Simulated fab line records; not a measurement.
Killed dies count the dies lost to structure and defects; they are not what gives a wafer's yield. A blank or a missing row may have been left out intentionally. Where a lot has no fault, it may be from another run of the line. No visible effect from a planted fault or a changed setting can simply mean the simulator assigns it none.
Matching of chambers || flow n5Finfet || uvCure-03 running N5_BEOL_M10_CURE_71: 3 sister chambers
The step cures SiCOH lowk, time 240 s. 39 wafers are shown with their chamber, then 12 later ones without.

== WAFERS WITH THEIR CHAMBER ==
{"wafer": "L076.2", "chamber": 0, "wafer_temp_C_max": 387.1, "lampPowerPct (%)": 52.39}
{"wafer": "L076.5", "chamber": 0, "wafer_temp_C_max": 387.4, "lampPowerPct (%)": 52.28}
{"wafer": "L076.6", "chamber": 0, "wafer_temp_C_max": 387.2, "lampPowerPct (%)": 52.30}
{"wafer": "L074.2", "chamber": 2, "wafer_temp_C_max": 388.1, "lampPowerPct (%)": 52.40}
{"wafer": "L074.3", "chamber": 2, "wafer_temp_C_max": 387.8, "lampPowerPct (%)": 52.42}
{"wafer": "L074.6", "chamber": 2, "wafer_temp_C_max": 386.5, "lampPowerPct (%)": 52.35}
{"wafer": "L079.3", "chamber": 0, "wafer_temp_C_max": 387.2, "lampPowerPct (%)": 52.33}
{"wafer": "L079.4", "chamber": 0, "wafer_temp_C_max": 387.1, "lampPowerPct (%)": 52.29}
{"wafer": "L079.6", "chamber": 0, "wafer_temp_C_max": 387.3, "lampPowerPct (%)": 52.26}
{"wafer": "L081.1", "chamber": 1, "wafer_temp_C_max": 386.7, "lampPowerPct (%)": 52.35}
{"wafer": "L081.3", "chamber": 1, "wafer_temp_C_max": 386.5, "lampPowerPct (%)": 52.26}
{"wafer": "L081.6", "chamber": 1, "wafer_temp_C_max": 386.6, "lampPowerPct (%)": 52.37}
{"wafer": "L081.2", "chamber": 1, "wafer_temp_C_max": 386.5, "lampPowerPct (%)": 52.27}
{"wafer": "L081.4", "chamber": 1, "wafer_temp_C_max": 386.9, "lampPowerPct (%)": 52.30}
{"wafer": "L081.5", "chamber": 1, "wafer_temp_C_max": 386.8, "lampPowerPct (%)": 52.35}
{"wafer": "L080.3", "chamber": 2, "wafer_temp_C_max": 387.7, "lampPowerPct (%)": 52.29}
{"wafer": "L080.4", "chamber": 2, "wafer_temp_C_max": 388.0, "lampPowerPct (%)": 52.29}
{"wafer": "L080.5", "chamber": 2, "wafer_temp_C_max": 387.4, "lampPowerPct (%)": 52.35}
{"wafer": "L082.1", "chamber": 0, "wafer_temp_C_max": 386.8, "lampPowerPct (%)": 52.37}
{"wafer": "L082.2", "chamber": 0, "wafer_temp_C_max": 387.0, "lampPowerPct (%)": 52.38}
{"wafer": "L082.5", "chamber": 0, "wafer_temp_C_max": 386.6, "lampPowerPct (%)": 52.30}
{"wafer": "L083.1", "chamber": 1, "wafer_temp_C_max": 386.8, "lampPowerPct (%)": 52.36}
{"wafer": "L083.2", "chamber": 1, "wafer_temp_C_max": 386.1, "lampPowerPct (%)": 52.34}
{"wafer": "L083.4", "chamber": 1, "wafer_temp_C_max": 386.2, "lampPowerPct (%)": 52.30}
{"wafer": "L083.3", "chamber": 1, "wafer_temp_C_max": 386.6, "lampPowerPct (%)": 52.36}
{"wafer": "L083.5", "chamber": 1, "wafer_temp_C_max": 386.5, "lampPowerPct (%)": 52.29}
{"wafer": "L083.6", "chamber": 1, "wafer_temp_C_max": 386.2, "lampPowerPct (%)": 52.40}
{"wafer": "L084.1", "chamber": 0, "wafer_temp_C_max": 386.7, "lampPowerPct (%)": 52.24}
{"wafer": "L084.3", "chamber": 0, "wafer_temp_C_max": 386.9, "lampPowerPct (%)": 52.33}
{"wafer": "L084.5", "chamber": 0, "wafer_temp_C_max": 386.2, "lampPowerPct (%)": 52.27}
{"wafer": "L084.2", "chamber": 0, "wafer_temp_C_max": 386.4, "lampPowerPct (%)": 52.31}
{"wafer": "L084.4", "chamber": 0, "wafer_temp_C_max": 387.3, "lampPowerPct (%)": 52.34}
{"wafer": "L084.6", "chamber": 0, "wafer_temp_C_max": 387.1, "lampPowerPct (%)": 52.31}
{"wafer": "L089.1", "chamber": 2, "wafer_temp_C_max": 387.3, "lampPowerPct (%)": 52.34}
{"wafer": "L089.2", "chamber": 2, "wafer_temp_C_max": 387.4, "lampPowerPct (%)": 52.27}
{"wafer": "L089.3", "chamber": 2, "wafer_temp_C_max": 387.6, "lampPowerPct (%)": 52.28}
{"wafer": "L093.1", "chamber": 0, "wafer_temp_C_max": 387.2, "lampPowerPct (%)": 52.26}
{"wafer": "L093.5", "chamber": 0, "wafer_temp_C_max": 386.8, "lampPowerPct (%)": 52.34}
{"wafer": "L093.6", "chamber": 0, "wafer_temp_C_max": 386.6, "lampPowerPct (%)": 52.35}

SIGNATURES, as means of the wafers listed above
{"reading": "wafer_temp_C_max", "chamber 0": 386.939, "chamber 1": 386.533, "chamber 2": 387.533, "scatter within a chamber": 0.352}
{"reading": "lampPowerPct", "chamber 0": 52.3139, "chamber 1": 52.3292, "chamber 2": 52.3322, "scatter within a chamber": 0.046}
Rule: a wafer's distance from a chamber is the root of the sum, over the readings, of the square of ((its reading less the chamber's mean) divided by the reading's scatter). If the next closest chamber is less than 2 further off than the closest, the wafer can't be placed; otherwise it belongs to the closest. The scatter is the square root of a quotient: the sum, over the shown wafers, of each reading's squared deviation from its chamber's mean, divided by wafers minus chambers.

== WAFERS WHOSE CHAMBER IS MISSING ==
{"wafer": "L096.1", "wafer_temp_C_max": 387.5, "lampPowerPct (%)": 52.21}
{"wafer": "L096.3", "wafer_temp_C_max": 387.0, "lampPowerPct (%)": 52.39}
{"wafer": "L096.5", "wafer_temp_C_max": 387.5, "lampPowerPct (%)": 52.31}
{"wafer": "L096.2", "wafer_temp_C_max": 386.8, "lampPowerPct (%)": 52.26}
{"wafer": "L096.4", "wafer_temp_C_max": 387.0, "lampPowerPct (%)": 52.32}
{"wafer": "L096.6", "wafer_temp_C_max": 387.1, "lampPowerPct (%)": 52.22}
{"wafer": "L097.1", "wafer_temp_C_max": 386.7, "lampPowerPct (%)": 52.26}
{"wafer": "L097.2", "wafer_temp_C_max": 387.0, "lampPowerPct (%)": 52.16}
{"wafer": "L097.3", "wafer_temp_C_max": 387.1, "lampPowerPct (%)": 52.24}
{"wafer": "L097.4", "wafer_temp_C_max": 386.9, "lampPowerPct (%)": 52.34}
{"wafer": "L097.5", "wafer_temp_C_max": 386.6, "lampPowerPct (%)": 52.33}
{"wafer": "L097.6", "wafer_temp_C_max": 387.2, "lampPowerPct (%)": 52.31}

== WHICH CHAMBER EACH WENT THROUGH ==
{"wafer": "L096.1", "from the rows above": "can't be placed: 2 or 0 or 1", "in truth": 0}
{"wafer": "L096.3", "from the rows above": "can't be placed: 0 or 1 or 2", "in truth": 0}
{"wafer": "L096.5", "from the rows above": "can't be placed: 2 or 0", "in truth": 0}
{"wafer": "L096.2", "from the rows above": "can't be placed: 0 or 1 or 2", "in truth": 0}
{"wafer": "L096.4", "from the rows above": "can't be placed: 0 or 1 or 2", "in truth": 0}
{"wafer": "L096.6", "from the rows above": "can't be placed: 0 or 2 or 1", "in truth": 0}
{"wafer": "L097.1", "from the rows above": "can't be placed: 0 or 1 or 2", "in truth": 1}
{"wafer": "L097.2", "from the rows above": "can't be placed: 0 or 1 or 2", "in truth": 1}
{"wafer": "L097.3", "from the rows above": "can't be placed: 0 or 2 or 1", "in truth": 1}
{"wafer": "L097.4", "from the rows above": "can't be placed: 0 or 1 or 2", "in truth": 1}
{"wafer": "L097.5", "from the rows above": "can't be placed: 1 or 0", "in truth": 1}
{"wafer": "L097.6", "from the rows above": "can't be placed: 0 or 2 or 1", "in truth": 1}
0 of 12 placed correctly. From these rows, 12 cannot be placed; in 12 the true chamber is one of the candidates. 0 placed wrongly.
